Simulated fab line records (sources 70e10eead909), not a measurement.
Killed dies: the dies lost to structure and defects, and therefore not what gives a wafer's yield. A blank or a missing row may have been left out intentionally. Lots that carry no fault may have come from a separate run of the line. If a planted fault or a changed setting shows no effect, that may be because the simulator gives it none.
Matching of chambers / flow nand_harc / 4 sister chambers for NHARC_A_ZERO_WELL_DESCUM_12 on rie_diel-08
The step chemistry O2, time 3 s. 4 wafers are shown with their chamber, then 9 later ones without.

== WAFERS WITH THEIR CHAMBER ==
wafer=L215.6; chamber=2; showerhead_plenum_p_Torr (Torr)=1.85
wafer=L216.1; chamber=3; showerhead_plenum_p_Torr (Torr)=1.99
wafer=L216.3; chamber=1; showerhead_plenum_p_Torr (Torr)=1.94
wafer=L216.5; chamber=0; showerhead_plenum_p_Torr (Torr)=2.07

== WAFERS WITHOUT THEIR CHAMBER ==
wafer=L217.3; showerhead_plenum_p_Torr (Torr)=1.85
wafer=L217.4; showerhead_plenum_p_Torr (Torr)=1.94
wafer=L217.6; showerhead_plenum_p_Torr (Torr)=1.94
wafer=L219.4; showerhead_plenum_p_Torr (Torr)=2.07
wafer=L219.5; showerhead_plenum_p_Torr (Torr)=1.85
wafer=L219.6; showerhead_plenum_p_Torr (Torr)=2.00
wafer=L220.2; showerhead_plenum_p_Torr (Torr)=1.85
wafer=L220.3; showerhead_plenum_p_Torr (Torr)=2.07
wafer=L220.4; showerhead_plenum_p_Torr (Torr)=1.85

== EACH ONE'S CHAMBER ==
wafer=L217.3; from the rows above=2; in truth=2
wafer=L217.4; from the rows above=1; in truth=1
wafer=L217.6; from the rows above=1; in truth=1
wafer=L219.4; from the rows above=0; in truth=0
wafer=L219.5; from the rows above=2; in truth=2
wafer=L219.6; from the rows above=3; in truth=3
wafer=L220.2; from the rows above=2; in truth=2
wafer=L220.3; from the rows above=0; in truth=0
wafer=L220.4; from the rows above=2; in truth=2
Correct placement for 9 of the 9. Number that these rows cannot place: 0. Placed wrongly: 0.
How it was worked out, from the rows above alone: a wafer's distance from a chamber is the root of the sum, over the readings, of the square of ((its reading less the chamber's mean) divided by the reading's scatter). If the next closest chamber is less than 2 further off than the closest, the wafer can't be placed; otherwise it belongs to the closest. A chamber's mean is the mean of its shown wafers. The scatter (one wafer shown for each chamber): square how far every hidden wafer sits from the nearest shown wafer, average those squares and take the square root.
